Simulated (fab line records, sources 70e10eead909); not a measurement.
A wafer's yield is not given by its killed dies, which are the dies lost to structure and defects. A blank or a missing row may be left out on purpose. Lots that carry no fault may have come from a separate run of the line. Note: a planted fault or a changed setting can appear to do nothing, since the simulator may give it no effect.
Check of tool commonality ; flow nand-harc ; 1 lot, 3 wafers sampled

## WHY THIS WAS OPENED
At NHARC_END_SORT_01 the reading killed-at-periphery is flagged on 1 of 1 lot. No-fault wafers: 3.5, standard deviation 2.5.
Rule: a lot is flagged when every wafer of it that has a number lies more than 4 standard deviations from that mean, or none has a number. The rest of the lots are taken to be sound.

lot;measured;on;killed-at-periphery, wafer by wafer;flag
L587;day 24 14:47;prober-01;598 616 611;FLAGGED
On average the flagged lots read 608.3, which is +604.8 against the usual, or +99 or more standard deviations.

## EACH LOT AND THE TOOL IT RAN ON
The record holds 4 process steps before the reading, out of a route of 1302 steps. In each cell: the tool, then ch and the chambers that the sampled wafers went through, then the start.
lot;flag;NHARC_P_ZERO_WELL_DESCUM_13;NHARC_P_ZERO_WELL_ETCH_65;NHARC_P_ZERO_WELL_EXPOSE_21;NHARC_P_STI_ETCH_42
L587;FLAGGED;rie-diel-04 ch 3, day 2 17:41;rie-diel-04 ch 0,2, day 2 18:02;krf-scanner-04 ch 0, day 2 19:05;no row
What the steps here do:
- NHARC_P_ZERO_WELL_DESCUM_13: chemistry O2, time 3 s.
- NHARC_P_ZERO_WELL_ETCH_65: etches the open film in N2/H2, target depth 80 nm, overetch 24 nm, time 87.88 s.
- NHARC_P_ZERO_WELL_EXPOSE_21: exposes mask P NWELL, target cd 720 nm.
- NHARC_P_STI_ETCH_42: etches the open film in N2/H2, target depth 80 nm, overetch 24 nm, time 61 s.
- NHARC_END_SORT_01

## FLAGGED OVER TOTAL, TOOL BY TOOL (the gauges that took the reading come last)
step;tool;lots run;flagged;share of the flagged lots;sound lots run after its first flagged lot
NHARC_P_ZERO_WELL_DESCUM_13;rie-diel-04;1;1;all;0
NHARC_P_ZERO_WELL_ETCH_65;rie-diel-04;1;1;all;0
NHARC_P_ZERO_WELL_EXPOSE_21;krf-scanner-04;1;1;all;0
NHARC_END_SORT_01;prober-01;1;1;all;0

## WHAT THE TABLE PERMITS
4 rows of the table ran every flagged lot: rie-diel-04 at NHARC_P_ZERO_WELL_DESCUM_13, rie-diel-04 at NHARC_P_ZERO_WELL_ETCH_65, krf-scanner-04 at NHARC_P_ZERO_WELL_EXPOSE_21, prober-01 at NHARC_END_SORT_01.
- rie-diel-04 at NHARC_P_ZERO_WELL_DESCUM_13: 1 of its 1 lot flagged. In this sample it ran no sound lot ahead of its first flagged lot, so there is no way to narrow down the start.
- rie-diel-04 at NHARC_P_ZERO_WELL_ETCH_65: 1 of its 1 lot flagged. In this sample it ran no sound lot ahead of its first flagged lot, so there is no way to narrow down the start.
- krf-scanner-04 at NHARC_P_ZERO_WELL_EXPOSE_21: 1 of its 1 lot flagged. In this sample it ran no sound lot ahead of its first flagged lot, so there is no way to narrow down the start.
- prober-01 at NHARC_END_SORT_01: 1 of its 1 lot flagged. In this sample it ran no sound lot ahead of its first flagged lot, so there is no way to narrow down the start.
These 3 tools cannot be told apart by counting lots, since each of them fits a fault that started at some hour. More lots, or a look at what each step does to the wafer, might.

## WHAT THE SIMULATOR PUT IN
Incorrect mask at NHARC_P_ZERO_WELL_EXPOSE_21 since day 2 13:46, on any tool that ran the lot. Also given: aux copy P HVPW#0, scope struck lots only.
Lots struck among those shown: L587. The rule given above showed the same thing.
